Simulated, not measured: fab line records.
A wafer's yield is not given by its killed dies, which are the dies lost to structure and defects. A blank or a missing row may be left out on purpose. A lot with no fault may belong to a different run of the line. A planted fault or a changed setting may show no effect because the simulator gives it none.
fab line records | flow nand_harc
[record] lots = 13 | wafers = 39 | last_day = 33
route steps=1302 shown P_M1@310 P_M2@326
lots untouched by any fault: they come from a run of this same line in which no faults occurred
start_h: hours from the record's first day to the start of the lot's first wafer shown | wait_h: hours elapsed since this lot's preceding step | " same as the row above | L1.1+2: a row that stands for several wafers | - value missing, or start not given | * or withheld: withheld | < > ~ a bound
route shown NAME@n: names a module that has steps shown in the file, with the first one's number in the route | usual: mean/standard deviation of fault-free wafers | same: alike in all rows | chamber/n: place in a boat | sites: each site's reading | _std_site: standard deviation across them | _edge_site: outer sites' mean less inner sites' | radius_mm: for every site, how far away it sits from the centre of the wafer | mask NAME#n: copy n | behind: tool/chamber where the wafer was last shaped | hold: reason for holding the lot/hours on hold/outcome of the hold | device: names the non-switching transistor (n, p or np) | end of line: tests run on the same wafers once the route is complete | a step given without rows: its recipe and nothing more | killed: dies that structure and defects cost at the first sort, which is not the same as the wafer's yield | map: shows each die of a wafer: x if killed, . if not, _ if none is there
set.NAME: the setting the step ran with; set.NAME@STEP: the setting that earlier step ran with | model.NAME: the simulator's own value behind a step, which no gauge read
a sample of lots followed through the steps of the route, with each step as a table and each wafer as a row
services: from which hour (start_h, from the record's first day; less than 0 if before it) a tool's chamber was out of use, for how many hours, and why
[[steps]]
[step NHARC_P_M1_ANNEAL_31]
[recipe] temp_c = 225 | time_s = 90
[usual] anneal_temp_c_max = 226.0/0.39 | wafer_temp_C_max = 225.81/0.23
[same] time_s = 90
lot.wafer | tool          | chamber | start_h | wait_h | anneal_temp_c_max | wafer_temp_C_max
L588.1    | rtp_anneal-02 | 0       | 130.30  | -      | 226.3             | 225.90
L588.4    | "             | 0       | "       | "      | 226.2             | 225.77
L588.5    | "             | 0       | "       | "      | 226.2             | 225.68
L587.1    | rtp_anneal-02 | 0       | 131.10  | 0.3    | 226.3             | 225.89
L587.3    | "             | 0       | "       | "      | 226.7             | 225.85
L587.6    | "             | 0       | "       | "      | 226.0             | 225.76
L589.1    | rtp_anneal-01 | 0       | 144.67  | -      | 225.6             | 225.82
L589.4    | "             | 0       | "       | "      | 225.3             | 226.06
L589.5    | "             | 0       | "       | "      | 225.6             | 225.54
L591.2    | rtp_anneal-02 | 0       | 164.26  | 0.3    | 226.5             | 225.61
L591.3    | "             | 0       | "       | "      | 226.2             | 225.59
L591.5    | "             | 0       | "       | "      | 226.5             | 225.95
L594.2    | rtp_anneal-01 | 0       | 198.74  | -      | 225.6             | 225.80
L594.4    | "             | 0       | "       | "      | 225.5             | 225.58
L594.6    | "             | 0       | "       | "      | 226.2             | 225.81
L596.1    | rtp_anneal-01 | 0       | 222.01  | -      | 226.0             | 225.87
L596.3    | "             | 0       | "       | "      | 225.6             | 225.88
L596.5    | "             | 0       | "       | "      | 225.6             | 225.54
L601.1    | rtp_anneal-01 | 0       | 277.76  | 0.3    | 225.6             | 225.67
L601.4    | "             | 0       | "       | "      | 225.4             | 225.75
L601.5    | "             | 0       | "       | "      | 225.3             | 225.76
L603.1    | rtp_anneal-01 | 0       | 289.49  | 0.3    | 225.8             | 225.96
L603.5    | "             | 0       | "       | "      | 225.7             | 225.91
L603.6    | "             | 0       | "       | "      | 226.0             | 225.55
L606.3    | rtp_anneal-02 | 0       | 315.57  | 0.3    | 226.6             | 226.21
L606.4    | "             | 0       | "       | "      | 226.0             | 225.94
L606.6    | "             | 0       | "       | "      | 226.5             | 225.98
L607.1    | rtp_anneal-02 | 0       | 327.42  | -      | 226.5             | 225.70
L607.2    | "             | 0       | "       | "      | 226.9             | 225.79
L607.4    | "             | 0       | "       | "      | 226.4             | 225.94
L608.2    | rtp_anneal-02 | 0       | 335.41  | -      | 226.8             | 226.36
L608.3    | "             | 0       | "       | "      | 226.2             | 225.73
L608.6    | "             | 0       | "       | "      | 226.5             | 226.02
L609.2    | rtp_anneal-01 | 0       | 349.37  | 0.4    | 225.8             | 226.04
L609.4    | "             | 0       | "       | "      | 225.8             | 225.66
L609.5    | "             | 0       | "       | "      | 225.6             | 225.52
L610.2    | rtp_anneal-02 | 0       | 352.49  | -      | 226.3             | 225.87
L610.4    | "             | 0       | "       | "      | 226.6             | 225.80
L610.5    | "             | 0       | "       | "      | 226.3             | 225.56
[step NHARC_P_M2_PEB_07]
[recipe] peb_temp_c = 100 | peb_time_s = 65
lot.wafer  | tool           | chamber | start_h | wait_h
L588.1+4+5 | litho_track-01 | 0       | 132.46  | 0.1
L587.1+3+6 | litho_track-06 | 0       | 133.11  | 0.1
L589.1+4+5 | litho_track-04 | 0       | 146.80  | 0.1
L591.2+3+5 | litho_track-01 | 0       | 166.33  | 0.1
L594.2+4+6 | litho_track-06 | 0       | 200.99  | 0.1
L596.1+3+5 | litho_track-04 | 0       | 224.00  | 0.1
L601.1+4+5 | litho_track-06 | 0       | 279.87  | 0.1
L603.1+5+6 | litho_track-06 | 0       | 291.61  | 0.1
L606.3+4+6 | litho_track-04 | 0       | 317.57  | 0.0
L607.1+2+4 | litho_track-01 | 0       | 329.40  | 0.1
L608.2+3+6 | litho_track-04 | 0       | 337.52  | 0.1
L609.2+4+5 | litho_track-06 | 0       | 351.47  | 0.1
L610.2+4+5 | litho_track-04 | 0       | 354.58  | 0.1
[step NHARC_P_M2_CD_MEAS_09]
[recipe] target_cd_nm = 170 | landing_energy_ev = 500
[usual] cd_nm = 170.3/0.51
lot.wafer | tool      | chamber | start_h | wait_h | cd_nm
L588.1    | cd_sem-01 | 0       | 132.54  | -      | 170.0
L588.4    | "         | 0       | "       | "      | 171.3
L588.5    | "         | 0       | "       | "      | 170.1
L587.1    | cd_sem-01 | 0       | 133.19  | -      | 171.4
L587.3    | "         | 0       | "       | "      | 170.6
L587.6    | "         | 0       | "       | "      | 171.4
L589.1    | cd_sem-01 | 0       | 146.88  | -      | 169.7
L589.4    | "         | 0       | "       | "      | 169.8
L589.5    | "         | 0       | "       | "      | 170.2
L591.2    | cd_sem-03 | 0       | 166.41  | -      | 170.8
L591.3    | "         | 0       | "       | "      | 170.1
L591.5    | "         | 0       | "       | "      | 170.6
L594.2    | cd_sem-03 | 0       | 201.07  | -      | 169.9
L594.4    | "         | 0       | "       | "      | 170.2
L594.6    | "         | 0       | "       | "      | 170.4
L596.1    | cd_sem-01 | 0       | 224.08  | -      | 170.4
L596.3    | "         | 0       | "       | "      | 171.0
L596.5    | "         | 0       | "       | "      | 171.2
L601.1    | cd_sem-03 | 0       | 279.95  | -      | 171.6
L601.4    | "         | 0       | "       | "      | 171.8
L601.5    | "         | 0       | "       | "      | 171.6
L603.1    | cd_sem-02 | 0       | 291.69  | -      | 171.8
L603.5    | "         | 0       | "       | "      | 172.2
L603.6    | "         | 0       | "       | "      | 171.7
L606.3    | cd_sem-02 | 0       | 317.65  | -      | 169.9
L606.4    | "         | 0       | "       | "      | 169.9
L606.6    | "         | 0       | "       | "      | 169.5
L607.1    | cd_sem-02 | 0       | 329.48  | -      | 170.2
L607.2    | "         | 0       | "       | "      | 169.4
L607.4    | "         | 0       | "       | "      | 170.2
L608.2    | cd_sem-02 | 0       | 337.60  | -      | 170.7
L608.3    | "         | 0       | "       | "      | 171.0
L608.6    | "         | 0       | "       | "      | 169.7
L609.2    | cd_sem-03 | 0       | 351.55  | -      | 169.4
L609.4    | "         | 0       | "       | "      | 169.5
L609.5    | "         | 0       | "       | "      | 171.0
L610.2    | cd_sem-02 | 0       | 354.66  | -      | 169.2
L610.4    | "         | 0       | "       | "      | 170.0
L610.5    | "         | 0       | "       | "      | 169.6
[step NHARC_P_M2_INSPECT_11]
[usual] raw_defect_count = 5.1/3
lot.wafer | tool              | chamber | start_h | wait_h | raw_defect_count
L588.1    | defect_inspect-02 | -       | 132.66  | 0.0    | 5
L588.4    | "                 | -       | "       | "      | 5
L588.5    | "                 | -       | "       | "      | 1
L587.1    | defect_inspect-01 | -       | 133.31  | 0.0    | 2
L587.3    | "                 | -       | "       | "      | 4
L587.6    | "                 | -       | "       | "      | 5
L589.1    | defect_inspect-02 | -       | 147.01  | 0.0    | 11
L589.4    | "                 | -       | "       | "      | 10
L589.5    | "                 | -       | "       | "      | 7
L591.2    | defect_inspect-01 | -       | 166.54  | 0.0    | 6
L591.3    | "                 | -       | "       | "      | 6
L591.5    | "                 | -       | "       | "      | 6
L594.2    | defect_inspect-02 | -       | 201.19  | 0.0    | 7
L594.4    | "                 | -       | "       | "      | 1
L594.6    | "                 | -       | "       | "      | 2
L596.1    | defect_inspect-02 | -       | 224.21  | 0.0    | 5
L596.3    | "                 | -       | "       | "      | 4
L596.5    | "                 | -       | "       | "      | 6
L601.1    | defect_inspect-02 | -       | 280.07  | 0.0    | 7
L601.4    | "                 | -       | "       | "      | 8
L601.5    | "                 | -       | "       | "      | 9
L603.1    | defect_inspect-02 | -       | 291.82  | 0.0    | 8
L603.5    | "                 | -       | "       | "      | 5
L603.6    | "                 | -       | "       | "      | 7
L606.3    | defect_inspect-01 | -       | 317.77  | 0.0    | 2
L606.4    | "                 | -       | "       | "      | 4
L606.6    | "                 | -       | "       | "      | 5
L607.1    | defect_inspect-02 | -       | 329.60  | 0.0    | 2
L607.2    | "                 | -       | "       | "      | 7
L607.4    | "                 | -       | "       | "      | 6
L608.2    | defect_inspect-01 | -       | 337.72  | 0.0    | 12
L608.3    | "                 | -       | "       | "      | 7
L608.6    | "                 | -       | "       | "      | 13
L609.2    | defect_inspect-01 | -       | 351.67  | 0.0    | 10
L609.4    | "                 | -       | "       | "      | 2
L609.5    | "                 | -       | "       | "      | 1
L610.2    | defect_inspect-02 | -       | 354.78  | 0.0    | 2
L610.4    | "                 | -       | "       | "      | 2
L610.5    | "                 | -       | "       | "      | 2
[step NHARC_P_M2_ETCH_15]
[recipe] target_depth_a = 1825 | time_s = 91.2 | c4f8_flow_sccm = withheld | ar_flow_sccm = 400 | rf_w = 600 | bias_w = 300 | chemistry = C4F8/Ar
[usual] chamber_pressure_mTorr = 24.997/0.022 | oes_product_au = 0.939/0.022 | rf_vpp_V = 439.9/2.9
[same] time_s = 91.2
lot.wafer | tool        | chamber | start_h | wait_h | chamber_pressure_mTorr | oes_product_au | rf_hours_counter_h | rf_vpp_V
L588.4    | rie_diel-07 | 0       | -       | -      | 25.003                 | 0.969          | 0.1                | 444.6
L588.1    | "           | 2       | "       | "      | 24.973                 | 0.977          | 0.1                | 443.2
L588.5    | "           | 0       | "       | "      | 24.972                 | 0.975          | -                  | 442.7
L587.3    | rie_diel-01 | 1       | -       | -      | 24.985                 | 0.917          | 4.5                | 437.1
L587.1    | "           | 0       | "       | "      | 25.005                 | 0.925          | 4.6                | 439.7
L587.6    | "           | 2       | "       | "      | 24.964                 | 0.930          | -                  | 438.4
L589.4    | rie_diel-03 | 2       | -       | -      | 25.037                 | 0.923          | 2.3                | 437.9
L589.1    | "           | 3       | "       | "      | 25.016                 | 0.919          | 2.1                | 440.3
L589.5    | "           | 1       | "       | "      | 25.022                 | 0.911          | -                  | 437.1
L591.3    | rie_diel-01 | 1       | -       | -      | 24.983                 | 0.916          | 5.7                | 438.0
L591.2    | "           | 2       | "       | "      | 25.016                 | 0.923          | 5.9                | 437.4
L591.5    | "           | 2       | "       | "      | 24.993                 | 0.922          | -                  | 438.5
L594.4    | rie_diel-03 | 0       | -       | -      | 24.971                 | 0.945          | 2.5                | 438.2
L594.2    | "           | 2       | "       | "      | 25.023                 | 0.932          | 3.7                | 435.5
L594.6    | "           | 1       | "       | "      | 25.015                 | 0.934          | -                  | 438.6
L596.1    | rie_diel-07 | 2       | -       | -      | 25.004                 | 0.914          | 6.5                | 442.4
L596.3    | "           | 3       | "       | "      | 24.997                 | 0.922          | 6.7                | 446.2
L596.5    | "           | 2       | "       | "      | 25.003                 | 0.911          | -                  | 442.5
L601.1    | rie_diel-07 | 3       | -       | -      | 25.005                 | 0.924          | 10.9               | 444.4
L601.4    | "           | 1       | "       | "      | 24.977                 | 0.942          | 10.4               | 443.4
L601.5    | "           | 3       | "       | "      | 25.014                 | 0.921          | -                  | 444.2
L603.1    | rie_diel-01 | 3       | -       | -      | 25.015                 | 0.972          | 3.3                | 437.5
L603.5    | "           | 3       | "       | "      | 24.994                 | 0.959          | -                  | 436.8
L603.6    | "           | 0       | "       | "      | 24.997                 | 0.933          | -                  | 439.5
L606.4    | rie_diel-01 | 2       | -       | -      | 25.033                 | 0.961          | 4.2                | 436.9
L606.3    | "           | 3       | "       | "      | 24.976                 | 0.971          | 3.9                | 438.9
L606.6    | "           | 1       | "       | "      | 24.954                 | 0.970          | -                  | 436.3
L607.1    | rie_diel-03 | 2       | -       | -      | 24.958                 | 0.928          | 1.5                | 437.8
L607.2    | "           | 0       | "       | "      | 24.954                 | 0.926          | 1.7                | 436.6
L607.4    | "           | 1       | "       | "      | 25.021                 | 0.932          | 2.0                | 436.6
L608.2    | rie_diel-01 | 0       | -       | -      | 24.970                 | 0.907          | 4.9                | 440.4
L608.3    | "           | 1       | "       | "      | 24.937                 | 0.918          | 5.0                | 438.0
L608.6    | "           | 1       | "       | "      | 24.995                 | 0.922          | -                  | 436.6
L609.4    | rie_diel-01 | 3       | -       | -      | 25.044                 | 0.934          | 5.9                | 438.1
L609.2    | "           | 0       | "       | "      | 25.025                 | 0.913          | 6.4                | 439.5
L609.5    | "           | 1       | "       | "      | 24.949                 | 0.916          | -                  | 436.6
L610.4    | rie_diel-03 | 3       | -       | -      | 24.980                 | 0.926          | 4.2                | 439.3
L610.2    | "           | 1       | "       | "      | 24.996                 | 0.931          | 5.0                | 436.6
L610.5    | "           | 3       | "       | "      | 25.004                 | 0.932          | -                  | 440.5
[[services]]
tool           | chamber | start_h | hours | kind
rie_diel-01    | 0       | 109.54  | -     | clean
rie_diel-01    | 1       | 109.54  | -     | clean
rie_diel-01    | 2       | 109.54  | -     | clean
rie_diel-01    | 3       | 109.54  | -     | clean
rie_diel-03    | 3       | 112.67  | 7.4   | repair
rie_diel-07    | -       | 117.20  | 9.0   | pm
rie_diel-01    | 0       | 134.04  | -     | clean
rie_diel-01    | 1       | 134.04  | -     | clean
rie_diel-01    | 2       | 134.04  | -     | clean
litho_track-01 | -       | 155.00  | 7.0   | pm
rie_diel-03    | -       | 159.69  | 21.3  | repair
litho_track-06 | -       | 179.00  | 7.0   | pm
rie_diel-03    | 2       | 202.87  | 11.6  | repair
litho_track-04 | -       | 203.00  | 7.0   | pm
rie_diel-01    | -       | 203.90  | 9.0   | pm
rie_diel-07    | 1       | 256.65  | 3.3   | repair
rie_diel-03    | 0       | 269.32  | 4.4   | repair
rie_diel-01    | -       | 280.73  | 0.5   | repair
rie_diel-03    | -       | 281.30  | 9.0   | pm
rie_diel-07    | -       | 294.20  | 9.0   | pm
rie_diel-03    | 0       | 324.13  | 2.9   | repair
litho_track-01 | -       | 330.00  | 7.0   | pm
rie_diel-01    | 3       | 344.68  | 1.6   | repair
litho_track-06 | -       | 354.00  | 7.0   | pm
[[key]]
[first_sign] step = NHARC_P_M2_CD_MEAS_09 | reading = cd_nm | direction = up | sigmas = 2.9 | usual = 170.3 | struck = 171.8
effect none on later readings
met_at NHARC_P_M2_PEB_07
struck_lots L601,L603
not_acting_at NHARC_P_M1_ANNEAL_31,NHARC_P_M2_INSPECT_11,NHARC_P_M2_ETCH_15
onset_between 200.99 279.87
[fault] kind = process_parameter_drift | tool = litho_track-06 | chamber = - | onset_h = 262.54 | steps = NHARC_P_M2_PEB_07 | channel = peb_time_s | offset = * | shape = step | end_h = 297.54 | acts_in = * | stated = *
